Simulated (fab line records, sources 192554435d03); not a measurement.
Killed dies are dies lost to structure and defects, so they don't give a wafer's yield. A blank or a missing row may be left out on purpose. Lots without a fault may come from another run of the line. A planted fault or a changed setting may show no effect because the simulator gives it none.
One fault seen from 2 desks | flow n5_finfet | each desk has only its own numbers; what lay behind them comes last

THE METROLOGY DESK
What the gauges read, lot by lot, whatever tool the lot ran on: means of the sampled wafers that have a number. A lot is out of limits, marked OUT, if its mean lies more than 4 standard deviations from the usual mean; the brackets give that distance.
Columns: A = M15_OVL at N5_BEOL_M15_OVL_MEAS_29, usual -1 nm; B = M15_THK at N5_BEOL_M15_THK_MEAS_50, usual 875 nm; C = M15_RS at N5_BEOL_M15_RS_MEAS_54, usual 0.0216 ohm/sq
lot  | first seen here | A  | B              | C
L221 | day 12 01:11    | -3 | 870            | 0.0217
L226 | day 13 06:49    | -2 | 867            | 0.0215
L227 | day 13 19:40    | 4  | 862            | 0.0219
L228 | day 13 22:54    | -2 | 832            | 0.0229
L232 | day 14 14:23    | -2 | 841            | 0.0226
L234 | day 15 21:59    | -5 | 800 (-5.0) OUT | 0.0234 (+5.3) OUT
L238 | day 16 11:19    | -7 | 875            | 0.0216
L237 | day 16 14:26    | -5 | 866            | 0.0217
L240 | day 16 20:56    | -5 | 882            | 0.0217
L241 | day 17 10:27    | -1 | 871            | 0.0217
This desk's finding: out of limits on L234; first on L234, day 16 00:42 (M15_THK at N5_BEOL_M15_THK_MEAS_50). In limits: L221, L226, L227, L228, L232, L238, L237, L240, L241.

THE TOOL OWNER'S DESK: rie_diel-05
The tool's own readings at N5_BEOL_M15_TRENCH_ETCH_34 (etches SiO2 in C4F8/O2/Ar, target depth 872.93 nm, time 199 s): means of the sampled wafers that have a number, for each lot that ran on this tool. A lot is out of limits, marked OUT, if its mean lies more than 4 standard deviations from the usual mean; the brackets give that distance.
Columns: A = C4F8_flow_sccm at N5_BEOL_M15_TRENCH_ETCH_34, usual 16.00 sccm; B = drypump_motor_current_A at N5_BEOL_M15_TRENCH_ETCH_34, usual 5.6 A; C = oes_product_au at N5_BEOL_M15_TRENCH_ETCH_34, usual 0.80 a.u.; D = rf_vpp_V at N5_BEOL_M15_TRENCH_ETCH_34, usual 2213 V; E = showerhead_plenum_p_Torr at N5_BEOL_M15_TRENCH_ETCH_34, usual 3.45 Torr; F = throttle_valve_pct at N5_BEOL_M15_TRENCH_ETCH_34, usual 30.89 %
lot  | first seen here | A     | B   | C    | D    | E    | F
L226 | day 13 06:57    | 16.00 | 5.8 | 0.79 | 2191 | 3.32 | 31.11
L227 | day 13 19:52    | 15.96 | 5.7 | 0.77 | 2201 | 3.39 | 30.96
L228 | day 13 23:02    | 15.98 | 5.7 | 0.81 | 2214 | 3.44 | 30.88
L232 | day 14 14:32    | 16.04 | 5.5 | 0.71 | 2174 | 3.28 | 31.14
L234 | day 15 22:33    | 16.02 | 6.4 | 0.91 | 2285 | 3.64 | 30.87
This desk's finding: nothing out of limits on any of the 5 lots.

PUT TOGETHER
The metrology desk could have raised an alarm at day 16 00:42, on L234.
The tool owner's desk saw nothing out of limits.
The tool owner's desk has L234 on record, within its limits.
Of the lots named, all ran N5_BEOL_M15_TRENCH_ETCH_34 on rie_diel-05.

WHAT THE SIMULATOR HAD PUT IN
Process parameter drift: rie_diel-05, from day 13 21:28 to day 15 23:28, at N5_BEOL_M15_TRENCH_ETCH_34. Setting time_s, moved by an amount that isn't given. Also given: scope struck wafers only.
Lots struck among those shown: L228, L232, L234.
Hours from the fault's start to each desk's first reading out of limits: the metrology desk, 51.
